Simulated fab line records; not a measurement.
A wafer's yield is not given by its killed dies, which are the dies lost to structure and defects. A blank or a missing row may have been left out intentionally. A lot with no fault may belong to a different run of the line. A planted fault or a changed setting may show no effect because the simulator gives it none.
Comparing a struck lot with a sound one + flow n5-finfet + 37 steps out of a route of 1938
Sound: wafers L322.1, L322.2, L322.5. Struck: wafer L319.1 (left out: L319.6, a lot-mate that was not struck); the cause follows at the end.
At each step with rows: each side's tool, then ch and its chambers, then its first start. Under that, the readings that differ: sound wafers + struck wafers + difference of the means + sigmas: that difference in standard deviations of wafers without a fault.
alike: words and numbers the same on both sides, and readings whose means are apart by under 2 such deviations; not compared: readings that were withheld, readings missing a value for some wafer, numbers with overlapping values and no deviation given by the record, and bounds like >300 which may hide the same value.
The two part at a step that has a row with sigmas, a row that says differs or no value, or rows on one side only. When numbers do not overlap yet have no deviation, they are printed without sigmas and do not part them. Lack of a reading on every wafer of one side parts them only where that side has two or more wafers.

first, 9 steps without rows for these wafers: N5_MOL_CONTACT_COAG_COAT_78 (resist thk 40 nm); N5_MOL_CONTACT_COAG_EBR_80; N5_MOL_CONTACT_COAG_SOFTBAKE_79 (time 60 s); N5_MOL_CONTACT_COAG_EXPOSE_81 (exposes mask VG, defocus 0 nm); N5_MOL_CONTACT_COAG_PEB_82 (peb time 60 s); N5_MOL_CONTACT_COAG_DEVELOP_83 (develop time 30 s); N5_MOL_CONTACT_COAG_DESCUM_88 (chemistry O2, time 7 s); N5_MOL_CONTACT_COAG_ETCH_89 (etches underlayer in N2/H2, target depth 13 nm, time 10.4 s); N5_MOL_CONTACT_COAG_ETCH_90 (etches SiARC in CF4, target depth 13 nm, time 21.7 s).
N5_MOL_CONTACT_COAG_ALD_131: deposits SiO2, target thk 5 nm, pulse time 1 s, co reactant pulse time 1 s.
  sound on ald-sin-03 ch 0,1, day 10 22:31; struck on ald-sin-01 ch 3, day 10 01:40
| reading                                            | sound    | struck | difference | sigmas |
|----------------------------------------------------|----------|--------|------------|--------|
| ald-cycles                                         | 35 35 35 | 22     | -13        |        |
| model.SiO2_of_MOL_CONTACT_COAG_ALD_131.thk-nm (nm) | 5 5 5    | 3.2    | -1.8       |        |
  alike: heater-power-w, precursor-pulse-height-rel
then, 25 steps without rows for these wafers: N5_MOL_CONTACT_COAG_ETCHBACK_132 (etches SiO2 in CHF3, target depth 10 nm, time 6.7 s); N5_MOL_CONTACT_COAG_ETCH_91 (etches SOC in N2/H2, target depth 60 nm, overetch 21 nm, time 101.2 s); N5_MOL_CONTACT_COAG_STRIP_92 (strips in N2/H2); N5_MOL_CONTACT_COAG_STRIP_93 (strips in N2/H2); N5_MOL_CONTACT_COAG_ETCHBACK_135 (etches SiO2 in CHF3, target depth 25 nm, time 16.7 s); N5_MOL_CONTACT_COAG_STRIP_118 (strips in CHF3); N5_MOL_CONTACT_COAG_VIA_ETCH_46 (etches SiO2 in C4F6/O2, target depth 46 nm, overetch 9.2 nm, time 40 s); N5_MOL_CONTACT_COAG_STRIP_96 (strips in N2/H2); N5_MOL_CONTACT_COAG_ETCH_47 (etches SiNx in CH3F/O2, stops on W, target depth 27 nm); N5_MOL_CONTACT_COAG_STRIP_119 (strips in N2/H2, time 30 s); N5_MOL_CONTACT_COAG_PRECLEAN_144 (cleans in alkaline clean, time 60 s); N5_MOL_CONTACT_COAG_SRD_145 (time 30 s); N5_MOL_CONTACT_COAG_COAT_62 (time 60 s, resist thk 60 nm); N5_MOL_CONTACT_COAG_COAT_63 (time 60 s, resist thk 10 nm); N5_MOL_CONTACT_COAG_COAT_64 (time 60 s, resist thk 10 nm); N5_MOL_CONTACT_COAG_COAT_34 (resist thk 40 nm); N5_MOL_CONTACT_COAG_EBR_36; N5_MOL_CONTACT_COAG_SOFTBAKE_35 (time 60 s); N5_MOL_CONTACT_COAG_EXPOSE_37 (exposes mask VD, defocus 0 nm); N5_MOL_CONTACT_COAG_PEB_38 (peb time 60 s); N5_MOL_CONTACT_COAG_DEVELOP_39 (develop time 30 s); N5_MOL_CONTACT_COAG_DESCUM_45 (chemistry O2, time 7 s); N5_MOL_CONTACT_COAG_ETCH_65 (etches underlayer in N2/H2, target depth 13 nm, time 10.4 s); N5_MOL_CONTACT_COAG_ETCH_66 (etches SiARC in CF4, target depth 13 nm, time 21.7 s); N5_MOL_CONTACT_COAG_ALD_133 (deposits SiO2, target thk 5 nm, pulse time 1 s, co reactant pulse time 1 s).
N5_BEOL_M4_RC_MEAS_101:
  the record has rows for the sound wafers here (prober-01 ch 0, day 13 14:10) and none for the struck ones
-- here the record skips 7 days between the struck wafers' starts before and after, leaving off in module BEOL_M4 and picking up in module PASSIVATION (first step shown: number 1936 of the route) --
N5_PASSIVATION_PROBE_49:
  rows exist in the record for the struck wafers here (prober-01, day 16 18:05), but not for the sound ones

## WHERE THEY PART
Earliest at N5_BEOL_M4_RC_MEAS_101; latest, in this record, at N5_PASSIVATION_PROBE_49.

WHY: whatever the simulator had introduced
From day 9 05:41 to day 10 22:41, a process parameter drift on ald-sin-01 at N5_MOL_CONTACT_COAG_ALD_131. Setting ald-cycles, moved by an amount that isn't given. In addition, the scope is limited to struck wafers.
